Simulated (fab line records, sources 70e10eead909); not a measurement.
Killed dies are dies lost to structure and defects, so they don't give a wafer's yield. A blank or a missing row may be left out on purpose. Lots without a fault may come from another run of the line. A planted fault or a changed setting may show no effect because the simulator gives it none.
fab line records | flow nand_harc
record lots=7 wafers=21 last_day=33
route steps=1302 shown A_STAIRCASE@699 END@1302
lots that met no fault: from a run of the same line without faults
start_h: hours from the record's first day to the start of the lot's first wafer shown | wait_h: hours since the lot's step before | " the same as in the row above | L1.1+2: a row that stands for several wafers | - no value, or no start given | * or withheld: withheld | < > ~ a bound
route shown NAME@n: a module of which the file shows steps, and the number in the route of the first | usual: mean/standard deviation of fault-free wafers | same: alike in all rows | chamber/n: place in a boat | sites: the reading at each site | _std_site: their standard deviation | _edge_site: outer sites' mean less inner sites' | radius_mm: how far each site lies from the wafer's centre | mask NAME#n: copy n | behind: the tool/chamber that last shaped the wafer | hold: why the lot was held/for how many hours/how that ended | device: the transistor (n, p or np) that didn't switch | end of line: the same wafers' tests at the end of the route | a step without rows: its recipe alone | killed: dies lost to structure and defects at the first sort, not the wafer's yield | map: a wafer's dies, x killed, . not, _ none there
set.NAME: the setting as run; set.NAME@STEP: as run at that earlier step | model.NAME: the simulator's own value behind a step, which no gauge read
lots at some steps of the route; a table a step, a row a wafer
services: from which hour (start_h, from the record's first day; less than 0 if before it) a tool's chamber was out of use, for how many hours, and why
## steps
# step NHARC_A_STAIRCASE_HARDBAKE_185
# recipe temp_c=120 time_s=140
# step NHARC_A_STAIRCASE_DESCUM_186
# recipe time_s=3 o2_flow_sccm=200 ar_flow_sccm=0 bias_power_w=0 chemistry=O2
# step NHARC_A_STAIRCASE_TRIM_187
# recipe time_s=211.2 o2_flow_sccm=500 ar_flow_sccm=0 bias_w=0 chemistry=O2
# step NHARC_A_STAIRCASE_ETCH_188
# recipe target_depth_a=1000 time_s=40.5 ion_energy_ev=400 c4f8_flow_sccm=20 o2_flow_sccm=10 ar_flow_sccm=withheld rf_w=600 bias_w=1000 chemistry=C4F8/O2
# step NHARC_A_STAIRCASE_TRIM_189
# recipe time_s=211.2 o2_flow_sccm=500 ar_flow_sccm=0 bias_w=0 chemistry=O2
# usual drypump_motor_current_A=5.8/0.35 oes_product_au=0.999/0.011 rf_vpp_V=57.8/0.95 showerhead_plenum_p_Torr=3.52/0.18 throttle_valve_pct=17.036/0.0081
# same bias_w=0
# columns lot.wafer tool chamber start_h wait_h drypump_motor_current_A oes_product_au rf_hours_counter_h rf_vpp_V showerhead_plenum_p_Torr throttle_valve_pct
L693.3 rie_diel-08 0 - - 5.9 0.984 7 59.8 3.68 17.032
L693.4 " 1 " " 5.9 0.996 7 58.4 3.64 17.033
L693.6 " 2 " " 5.8 1.022 - 58.5 3.66 17.040
L697.3 rie_diel-08 1 - - 5.9 0.998 26 57.8 3.63 17.019
L697.1 " 3 " " 6.3 1.012 24 57.7 3.30 17.050
L697.5 " 2 " " 5.7 1.004 - 57.8 3.65 17.025
L700.4 rie_diel-10 0 - - 5.2 0.999 16 56.7 3.44 17.043
L700.3 " 1 " " 6.0 1.006 13 57.1 3.31 17.025
L700.5 " 3 " " 5.5 0.984 - 58.0 3.80 17.039
L701.4 rie_diel-08 0 - - 5.9 1.008 34 59.1 3.66 17.039
L701.3 " 2 " " 5.8 1.023 29 58.6 3.64 17.037
L701.6 " 3 " " 6.3 1.022 - 57.3 3.30 17.035
L702.2 rie_diel-10 0 - - 5.2 0.991 24 56.8 3.43 17.027
L702.3 " 3 " " 5.5 0.993 29 58.5 3.79 17.045
L702.5 " 1 " " 6.0 0.990 - 57.6 3.31 17.034
L709.3 rie_diel-08 2 - - 5.8 1.020 0 57.3 3.63 17.021
L709.1 " 0 " " 5.9 1.013 0 59.1 3.65 17.032
L709.6 " 1 " " 5.9 1.007 - 59.8 3.61 17.045
L712.3 rie_diel-03 2 - - 5.7 0.999 40 58.2 3.78 17.029
L712.4 " 0 " " 5.5 1.002 41 57.1 3.68 17.045
L712.5 " 3 " " 5.6 0.996 - 57.8 3.50 17.022
# step NHARC_A_STAIRCASE_ETCH_190
# recipe target_depth_a=1000 time_s=40.5 ion_energy_ev=400 c4f8_flow_sccm=20 o2_flow_sccm=10 ar_flow_sccm=withheld rf_w=600 bias_w=1000 chemistry=C4F8/O2
# step NHARC_A_STAIRCASE_TRIM_191
# recipe time_s=211.2 o2_flow_sccm=500 ar_flow_sccm=0 bias_w=0 chemistry=O2
# step NHARC_A_STAIRCASE_ETCH_192
# recipe target_depth_a=1000 time_s=40.5 ion_energy_ev=400 c4f8_flow_sccm=20 o2_flow_sccm=10 ar_flow_sccm=withheld rf_w=600 bias_w=1000 chemistry=C4F8/O2
# step NHARC_A_STAIRCASE_TRIM_193
# recipe time_s=211.2 o2_flow_sccm=500 ar_flow_sccm=0 bias_w=0 chemistry=O2
# step NHARC_A_STAIRCASE_ETCH_194
# recipe target_depth_a=1000 time_s=40.5 ion_energy_ev=400 c4f8_flow_sccm=20 o2_flow_sccm=10 ar_flow_sccm=withheld rf_w=600 bias_w=1000 chemistry=C4F8/O2
# step NHARC_A_STAIRCASE_TRIM_196
# recipe time_s=211.2 o2_flow_sccm=500 ar_flow_sccm=0 bias_w=0 chemistry=O2
# usual drypump_motor_current_A=5.7/0.36 oes_product_au=0.998/0.0099 rf_vpp_V=57.8/0.92 showerhead_plenum_p_Torr=3.51/0.18 throttle_valve_pct=17.037/0.0083
# same bias_w=0
# columns lot.wafer tool chamber start_h wait_h drypump_motor_current_A oes_product_au rf_hours_counter_h rf_vpp_V showerhead_plenum_p_Torr throttle_valve_pct
L693.3 rie_diel-08 2 396.27 0.1 5.7 1.022 5 56.8 3.66 17.036
L693.4 " 3 " " 6.3 1.002 6 56.3 3.31 17.041
L693.6 " 3 " " 6.3 1.000 - 57.9 3.31 17.019
L697.3 rie_diel-03 2 451.20 0.1 5.7 0.990 56 57.5 3.26 17.051
L697.1 " 3 " " 5.6 0.968 54 57.5 3.52 17.035
L697.5 " 3 " " 5.6 0.970 - 57.4 3.52 17.031
L700.4 rie_diel-10 1 469.98 0.1 6.1 1.000 14 56.7 3.31 17.034
L700.3 " 2 " " 5.1 1.000 15 58.1 3.52 17.037
L700.5 " 1 " " 6.0 0.997 - 58.0 3.31 17.047
L701.3 rie_diel-10 2 471.22 0.1 5.1 0.992 16 58.5 3.52 17.043
L701.4 " 3 " " 5.5 0.988 19 59.4 3.80 17.025
L701.6 " 1 " " 6.0 1.000 - 57.7 3.31 17.031
L702.3 rie_diel-10 2 488.49 0.1 5.1 0.999 26 59.3 3.52 17.043
L702.2 " 3 " " 5.5 0.993 29 59.5 3.79 17.034
L702.5 " 0 " " 5.2 0.991 - 56.8 3.43 17.045
L709.1 rie_diel-10 1 559.98 0.1 6.0 0.989 45 55.4 3.30 17.043
L709.3 " 2 " " 5.1 1.000 51 57.4 3.50 17.031
L709.6 " 2 " " 5.1 1.001 - 58.7 3.50 17.039
L712.4 rie_diel-10 0 586.66 0.1 5.3 1.005 58 58.2 3.41 17.044
L712.3 " 2 " " 5.1 0.990 58 56.2 3.50 17.033
L712.5 " 0 " " 5.2 1.014 - 58.9 3.41 17.040
# step NHARC_A_STAIRCASE_ETCH_197
# recipe target_depth_a=1000 time_s=40.5 ion_energy_ev=400 c4f8_flow_sccm=20 o2_flow_sccm=10 ar_flow_sccm=withheld rf_w=600 bias_w=1000 chemistry=C4F8/O2
# usual bias_w=1000.1/2.7 oes_product_au=0.948/0.017 rf_vpp_V=896/6.7
# columns lot.wafer tool chamber start_h wait_h bias_w oes_product_au rf_hours_counter_h rf_vpp_V
L693.4 rie_diel-08 0 - - 1002.9 0.938 7 901
L693.3 " 1 " " 1000.7 0.945 7 901
L693.6 " 3 " " 1002.9 0.923 - 887
L697.1 rie_diel-03 2 - - 1004.7 0.961 56 887
L697.3 " 0 " " 998.8 0.968 59 902
L697.5 " 3 " " 1000.4 0.934 - 897
L700.3 rie_diel-10 1 - - 996.8 0.934 14 888
L700.4 " 3 " " 998.3 0.936 18 906
L700.5 " 1 " " 1000.9 0.929 - 888
L701.3 rie_diel-10 3 - - 994.9 0.967 19 906
L701.4 " 1 " " 996.8 0.971 14 888
L701.6 " 0 " " 998.4 0.962 - 894
L702.2 rie_diel-10 3 - - 998.7 0.944 29 905
L702.3 " 2 " " 996.5 0.943 26 895
L702.5 " 3 " " 996.2 0.948 - 906
L709.3 rie_diel-10 3 - - 998.4 0.970 55 904
L709.1 " 0 " " 1002.0 0.984 50 892
L709.6 " 0 " " 998.7 0.994 - 892
L712.3 rie_diel-10 2 - - 998.2 0.977 58 895
L712.4 " 0 " " 999.9 0.959 58 891
L712.5 " 2 " " 1000.9 0.977 - 895
# step NHARC_A_STAIRCASE_TRIM_198
# recipe time_s=211.2 o2_flow_sccm=500 ar_flow_sccm=0 bias_w=0 chemistry=O2
# step NHARC_A_STAIRCASE_ETCH_199
# recipe target_depth_a=1000 time_s=40.5 ion_energy_ev=400 c4f8_flow_sccm=20 o2_flow_sccm=10 ar_flow_sccm=withheld rf_w=600 bias_w=1000 chemistry=C4F8/O2
# step NHARC_A_STAIRCASE_TRIM_200
# recipe time_s=211.2 o2_flow_sccm=500 ar_flow_sccm=0 bias_w=0 chemistry=O2
# usual drypump_motor_current_A=5.7/0.36 oes_product_au=0.997/0.01 rf_vpp_V=57.8/0.96 showerhead_plenum_p_Torr=3.53/0.18 throttle_valve_pct=17.037/0.0083
# same bias_w=0
# columns lot.wafer tool chamber start_h wait_h drypump_motor_current_A oes_product_au rf_hours_counter_h rf_vpp_V showerhead_plenum_p_Torr throttle_valve_pct
L693.3 rie_diel-08 1 - - 5.9 0.990 8 59.1 3.64 17.024
L693.4 " 0 " " 5.9 0.997 7 58.7 3.68 17.036
L693.6 " 2 " " 5.8 1.009 - 58.5 3.66 17.044
L697.1 rie_diel-03 0 - - 5.5 1.000 59 56.8 3.71 17.026
L697.3 " 2 " " 5.7 0.988 56 58.4 3.27 17.041
L697.5 " 3 " " 5.6 0.970 - 56.8 3.52 17.034
L700.4 rie_diel-10 0 - - 5.2 0.992 17 57.2 3.43 17.036
L700.3 " 1 " " 6.0 0.993 14 57.3 3.31 17.044
L700.5 " 3 " " 5.5 0.985 - 56.9 3.80 17.029
L701.4 rie_diel-10 1 - - 6.0 0.989 14 57.4 3.31 17.034
L701.3 " 0 " " 5.2 0.995 18 58.2 3.43 17.044
L701.6 " 2 " " 5.1 0.987 - 57.5 3.52 17.043
L702.2 rie_diel-10 3 - - 5.5 0.983 29 59.6 3.79 17.050
L702.3 " 0 " " 5.2 0.997 25 56.4 3.43 17.044
L702.5 " 1 " " 6.0 0.989 - 57.1 3.31 17.045
L709.1 rie_diel-10 0 - - 5.3 1.004 50 56.0 3.42 17.045
L709.3 " 2 " " 5.1 0.995 51 57.7 3.50 17.045
L709.6 " 0 " " 5.3 1.009 - 59.8 3.42 17.027
L712.3 rie_diel-10 0 - - 5.2 1.004 58 57.5 3.41 17.048
L712.4 " 2 " " 5.1 0.998 58 58.0 3.50 17.040
L712.5 " 3 " " 5.5 0.999 - 59.3 3.77 17.038
# step NHARC_A_STAIRCASE_ETCH_201
# recipe target_depth_a=1000 time_s=40.5 ion_energy_ev=400 c4f8_flow_sccm=20 o2_flow_sccm=10 ar_flow_sccm=withheld rf_w=600 bias_w=1000 chemistry=C4F8/O2
# usual bias_w=1000.2/2.9 oes_product_au=0.943/0.012 rf_vpp_V=896/6.4
# columns lot.wafer tool chamber start_h wait_h bias_w oes_product_au rf_hours_counter_h rf_vpp_V
L693.3 rie_diel-08 3 - - 998.5 0.948 6 889
L693.4 " 0 " " 999.1 0.957 7 901
L693.6 " 3 " " 998.2 0.950 - 887
L697.1 rie_diel-03 0 - - 1000.8 0.928 59 902
L697.3 " 2 " " 1002.7 0.928 56 886
L697.5 " 0 " " 1000.3 0.928 - 903
L700.3 rie_diel-10 3 - - 1000.5 0.927 19 907
L700.4 " 1 " " 1007.1 0.929 14 888
L700.5 " 0 " " 1000.7 0.927 - 893
L701.3 rie_diel-10 3 - - 1000.2 0.941 19 906
L701.4 " 1 " " 1004.8 0.933 15 888
L701.6 " 2 " " 999.5 0.921 - 896
L702.2 rie_diel-10 3 - - 1002.2 0.935 29 905
L702.3 " 2 " " 1004.4 0.935 26 896
L702.5 " 0 " " 997.4 0.950 - 893
L709.1 rie_diel-10 0 - - 1003.4 0.965 50 892
L709.3 " 2 " " 999.3 0.940 51 895
L709.6 " 0 " " 1003.1 0.960 - 892
L712.3 rie_diel-10 1 - - 1000.7 0.965 53 888
L712.4 " 0 " " 1003.7 0.941 58 891
L712.5 " 1 " " 1001.4 0.960 - 886
# step NHARC_A_STAIRCASE_TRIM_202
# recipe time_s=211.2 o2_flow_sccm=500 ar_flow_sccm=0 bias_w=0 chemistry=O2
# step NHARC_A_STAIRCASE_ETCH_203
# recipe target_depth_a=1000 time_s=40.5 ion_energy_ev=400 c4f8_flow_sccm=20 o2_flow_sccm=10 ar_flow_sccm=withheld rf_w=600 bias_w=1000 chemistry=C4F8/O2
# step NHARC_A_STAIRCASE_STRIP_205
# recipe power_w=1500 temp_c=250 chemistry=O2
# step NHARC_A_STAIRCASE_STRIP_206
# recipe time_s=900 temp_c=130 chemistry=SPM
# step NHARC_A_STAIRCASE_PRECLEAN_207
# recipe time_s=* temp_c=50 bath_age_min=0 chemistry=SC1
# step NHARC_A_STAIRCASE_SRD_208
# step NHARC_A_STAIRCASE_DEHYDRATE_209
# recipe temp_c=150 time_s=120
# step NHARC_A_STAIRCASE_HMDS_210
# recipe time_s=30
# step NHARC_A_STAIRCASE_COAT_211
# recipe spin_rpm=1200
# step NHARC_A_STAIRCASE_SOFTBAKE_212
# recipe temp_c=135 time_s=170
# step NHARC_A_STAIRCASE_EBR_213
# step NHARC_A_STAIRCASE_EXPOSE_214
# recipe na=0.5 dose_mj=31.26 mask_id=STAIR_3
# step NHARC_A_STAIRCASE_PEB_215
# recipe peb_temp_c=115 peb_time_s=130
# step NHARC_A_STAIRCASE_DEVELOP_216
# recipe time_s=140
# step NHARC_A_STAIRCASE_HARDBAKE_218
# recipe temp_c=120 time_s=140
# step NHARC_A_STAIRCASE_DESCUM_219
# recipe time_s=3 o2_flow_sccm=200 ar_flow_sccm=0 bias_power_w=0 chemistry=O2
# usual drypump_motor_current_A=5.7/0.34 oes_product_au=0.999/0.011 rf_vpp_V=57.9/0.93 showerhead_plenum_p_Torr=1.92/0.095 throttle_valve_pct=11.311/0.0096
# columns lot.wafer tool chamber start_h wait_h drypump_motor_current_A oes_product_au rf_hours_counter_h rf_vpp_V showerhead_plenum_p_Torr throttle_valve_pct
L693.4 rie_diel-08 3 399.91 - 6.3 1.008 7 56.8 1.79 11.334
L693.3 " 0 " " 5.9 0.993 9 59.2 2.00 11.326
L693.6 " 3 " " 6.3 1.011 - 56.1 1.79 11.303
L697.3 rie_diel-03 2 454.09 - 5.7 0.992 57 56.5 1.76 11.329
L697.1 " 3 " " 5.6 0.976 55 57.9 1.91 11.305
L697.5 " 3 " " 5.6 0.966 - 58.1 1.91 11.312
L700.4 rie_diel-03 0 472.82 - 5.5 0.992 - 57.6 2.02 11.318
L700.3 " 3 " " 5.6 0.984 - 57.3 1.91 11.307
L700.5 " 3 " " 5.6 0.992 - 57.8 1.91 11.296
L701.3 rie_diel-08 0 473.77 - 5.9 1.000 34 57.2 1.99 11.301
L701.4 " 2 " " 5.8 1.018 30 59.6 1.98 11.326
L701.6 " 0 " " 5.9 1.007 - 58.8 1.99 11.298
L702.3 rie_diel-08 2 491.04 - 5.8 1.013 35 56.2 1.98 11.315
L702.2 " 3 " " 6.3 1.005 36 58.6 1.78 11.316
L702.5 " 0 " " 5.9 0.996 - 58.7 1.99 11.324
L709.3 rie_diel-10 2 562.44 - 5.0 0.988 51 57.3 1.90 11.308
L709.1 " 0 " " 5.2 1.000 50 56.9 1.85 11.303
L709.6 " 1 " " 6.0 0.996 - 57.2 1.78 11.313
L712.3 rie_diel-08 3 589.12 - 6.3 1.002 7 59.5 2.07 11.302
L712.4 " 0 " " 5.9 1.010 6 58.5 1.98 11.314
L712.5 " 1 " " 5.8 1.006 - 56.1 1.96 11.319
# step NHARC_A_STAIRCASE_TRIM_220
# recipe time_s=211.2 o2_flow_sccm=500 ar_flow_sccm=0 bias_w=0 chemistry=O2
# step NHARC_A_STAIRCASE_ETCH_221
# recipe target_depth_a=1000 time_s=40.5 ion_energy_ev=400 c4f8_flow_sccm=20 o2_flow_sccm=10 ar_flow_sccm=withheld rf_w=600 bias_w=1000 chemistry=C4F8/O2
# step NHARC_A_STAIRCASE_TRIM_222
# recipe time_s=211.2 o2_flow_sccm=500 ar_flow_sccm=0 bias_w=0 chemistry=O2
# step NHARC_A_STAIRCASE_ETCH_223
# recipe target_depth_a=1000 time_s=40.5 ion_energy_ev=400 c4f8_flow_sccm=20 o2_flow_sccm=10 ar_flow_sccm=withheld rf_w=600 bias_w=1000 chemistry=C4F8/O2
# step NHARC_A_STAIRCASE_TRIM_224
# recipe time_s=211.2 o2_flow_sccm=500 ar_flow_sccm=0 bias_w=0 chemistry=O2
# step NHARC_A_STAIRCASE_ETCH_225
# recipe target_depth_a=1000 time_s=40.5 ion_energy_ev=400 c4f8_flow_sccm=20 o2_flow_sccm=10 ar_flow_sccm=withheld rf_w=600 bias_w=1000 chemistry=C4F8/O2
# step NHARC_END_SORT_01
# recipe temp_c=25
# usual killed_at_array=59/16 killed_at_other=0.8/1.1 killed_at_periphery=3.6/2.4 killed_dies=64/16 killed_open=3.4/1.8 killed_short=2.5/1.6
# same gross_dies=677
# columns lot.wafer tool chamber start_h wait_h killed_at_array killed_at_other killed_at_periphery killed_dies killed_open killed_short
L702.2 prober-02 0 683.13 2.8 120 1 3 124 2 4
L702.3 prober-02 0 683.92 3.1 120 2 5 127 0 4
L702.5 prober-02 0 685.49 3.7 115 0 4 119 1 1
L700.3 prober-01 0 683.91 3.1 131 1 2 134 4 4
L700.4 prober-01 0 684.70 3.4 144 1 3 148 6 1
L700.5 prober-01 0 685.50 3.7 128 0 5 133 2 0
L701.3 prober-01 0 691.71 3.1 107 0 2 109 2 4
L701.4 prober-01 0 692.51 3.4 105 0 3 108 3 1
L701.6 prober-01 0 694.11 4.0 94 0 4 98 0 1
# killed by level:class
L702.2 A_STAIRCASE:unspecified=79 A_SLIT:chamber_film_flake=25 A_CHANNEL_HOLE_D1:chamber_film_flake=6 A_WL_FILL:geometric_particle:short=3 P_STI:chamber_film_flake=3 A_CONTACT:chamber_film_flake=3 A_ONON_D1:geometric_particle:open=1 A_CHANNEL_FILL_D1:geometric_particle:short=1
L700.3 A_STAIRCASE:unspecified=65 A_CHANNEL_HOLE_D1:chamber_film_flake=31 A_SLIT:chamber_film_flake=22 A_CONTACT:chamber_film_flake=3 A_WL_FILL:geometric_particle:short=2 P_GATE:geometric_particle:open=1 A_ONON_D1:geometric_particle:open=1 A_ONON_D1:geometric_particle:short=1
L702.3 A_STAIRCASE:unspecified=71 A_SLIT:chamber_film_flake=30 A_CHANNEL_HOLE_D1:chamber_film_flake=9 A_CONTACT:chamber_film_flake=5 P_STI:chamber_film_flake=4 A_WL_FILL:geometric_particle:short=2 A_ONON_D1:geometric_particle:short=1 A_ONON_D2:geometric_particle:short=1
L700.4 A_STAIRCASE:unspecified=60 A_SLIT:chamber_film_flake=42 A_CHANNEL_HOLE_D1:chamber_film_flake=27 A_CONTACT:chamber_film_flake=5 A_STAIRCASE:chamber_film_flake=4 P_STI:geometric_particle:short=1 P_M0:geometric_particle:open=1 A_CHANNEL_FILL_D1:geometric_particle:open=1
L702.5 A_STAIRCASE:unspecified=76 A_SLIT:chamber_film_flake=27 A_CHANNEL_HOLE_D1:chamber_film_flake=8 P_STI:chamber_film_flake=3 P_M0:geometric_particle:open=1 A_WL_FILL:geometric_particle:short=1 A_CHANNEL_FILL_D1:chamber_film_flake=1 A_DECK1_JOINT:chamber_film_flake=1
L700.5 A_STAIRCASE:unspecified=48 A_CHANNEL_HOLE_D1:chamber_film_flake=34 A_SLIT:chamber_film_flake=30 A_CONTACT:chamber_film_flake=4 A_DECK1_JOINT:chamber_film_flake=3 P_M1:chamber_film_flake=2 A_STAIRCASE:chamber_film_flake=2 A_WL_FILL:chamber_film_flake=2
L701.3 A_STAIRCASE:unspecified=69 A_CHANNEL_HOLE_D2:chamber_film_flake=20 A_CHANNEL_HOLE_D1:chamber_film_flake=6 A_SLIT:chamber_film_flake=3 A_STAIRCASE:chamber_film_flake=2 A_ONON_D1:geometric_particle:open=1 A_ONON_D1:geometric_particle:short=1 A_CHANNEL_HOLE_D1:geometric_particle:short=1
L701.4 A_STAIRCASE:unspecified=79 A_CHANNEL_HOLE_D2:chamber_film_flake=12 A_CHANNEL_HOLE_D1:chamber_film_flake=3 A_STAIRCASE:chamber_film_flake=3 A_CONTACT:chamber_film_flake=3 A_SLIT:chamber_film_flake=2 P_CONTACT:geometric_particle:open=1 P_M0:geometric_particle:open=1
L701.6 A_STAIRCASE:unspecified=59 A_CHANNEL_HOLE_D2:chamber_film_flake=20 A_CHANNEL_HOLE_D1:chamber_film_flake=11 P_STI:chamber_film_flake=2 P_M1:chamber_film_flake=2 A_STAIRCASE:chamber_film_flake=2 A_ONON_D1:geometric_particle:short=1 A_CONTACT:chamber_film_flake=1
# map L700.4 (x killed, . not)
____________.____________
_________.x....._________
_______x.xx......._______
______xxxxx........______
_____xxxxxx.x......._____
____xxxxxxxx.x.......____
____xxxxx.xxxx.......____
___xxxxxxx.xx.........___
___xxxxxxxxxxxx.......___
__xxxxxxxx.x.......x...__
__xxxxxx.x..xx.........__
_.xxxxxx..x............._
_.xx.xxx...x....x......._
_...xx.................._
_.xx...x................_
_....xxx.....x.........._
.....xxxxx...............
......xxxx....x.x........
.....xxxxx.x...x.x.......
....xxxxxx.x..x..........
......x.x.xx.............
_......xxxxx............_
_.......x.x............._
_.x....x.xxx............_
_.....x..x.............._
_......................._
__.....................__
__................x....__
___...................___
___................x..___
____......x..........____
____.................____
_____..............._____
______.....x.......______
_______.....x....._______
_________..x...._________
____________.____________
# map L701.3 (x killed, . not)
____________x____________
_________xxxxxxx_________
_______xxxxxxxxx.._______
______..xxxxxxxx...______
_____...xxxxxxxx...._____
____...xxxxxxxxx.x...____
____....xxxxxxxx.....____
___.....xxxxxxxx......___
___x.....xxx.x........___
__......xxx.xx.........__
__........xx..x........__
_......................._
_xx....................._
_........x.............._
_......................._
_......................._
........x................
........x................
x......x.x.x.............
........x..xxx...........
.........xxx..x..........
_........x.xx..........._
_..........xx..........._
_..........xxxx........._
_.........xx............_
_........xx............._
__.........x...x......x__
__...x................x__
___.....x.............___
___...................___
____.................____
____.................____
_____..............._____
______.............______
_______..........._______
_________...x..._________
____________.____________
## services
# columns tool chamber start_h hours kind
rie_diel-08 - 371.69 9.0 pm
rie_diel-10 0 374.81 - clean
rie_diel-10 1 374.81 - clean
rie_diel-10 2 374.81 - clean
rie_diel-10 3 374.81 - clean
rie_diel-03 1 381.98 11.9 repair
rie_diel-08 2 382.30 3.3 repair
rie_diel-10 0 399.32 - clean
rie_diel-10 1 399.32 - clean
rie_diel-10 2 399.32 - clean
rie_diel-10 3 399.32 - clean
rie_diel-10 - 419.94 9.0 pm
rie_diel-10 0 419.94 9.0 vent_cycle
rie_diel-10 1 419.94 9.0 vent_cycle
rie_diel-10 2 419.94 9.0 vent_cycle
rie_diel-10 3 419.94 9.0 vent_cycle
rie_diel-10 0 428.94 - clean
rie_diel-10 0 428.94 - consumable_replace:focus_ring
rie_diel-10 1 428.94 - clean
rie_diel-03 - 442.14 0.5 repair
rie_diel-03 - 458.33 9.0 pm
rie_diel-08 - 549.09 9.0 pm
rie_diel-03 3 555.71 3.1 repair
rie_diel-03 2 586.42 7.1 repair
## key
first_sign step=NHARC_END_SORT_01 reading=killed_dies direction=up sigmas=3.7 usual=64 struck=122
effect step=NHARC_END_SORT_01 reading=killed_at_array direction=up sigmas=3.7 usual=59 struck=118
more_kills_born_at NHARC_A_STAIRCASE_TRIM_196@rie_diel-10=604
met_at NHARC_A_STAIRCASE_TRIM_196
struck_wafers L700.3,L700.4,L700.5,L701.3,L701.4,L701.6,L702.2,L702.3,L702.5
tester_left_out L700,L701,L702
fault kind=chamber_particle_source tool=rie_diel-10 chamber=- onset_h=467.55 steps=NHARC_A_STAIRCASE_TRIM_196 rate_per_visit_cm2=0.9802 end_h=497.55
# tester_left_out: of these lots the tester's yield and bins aren't shown, on N5 and GAA mostly nor the transistor test; their killed dies are dies lost to structure and defects alone, not to doping, threshold or leakage, so they don't give the yield
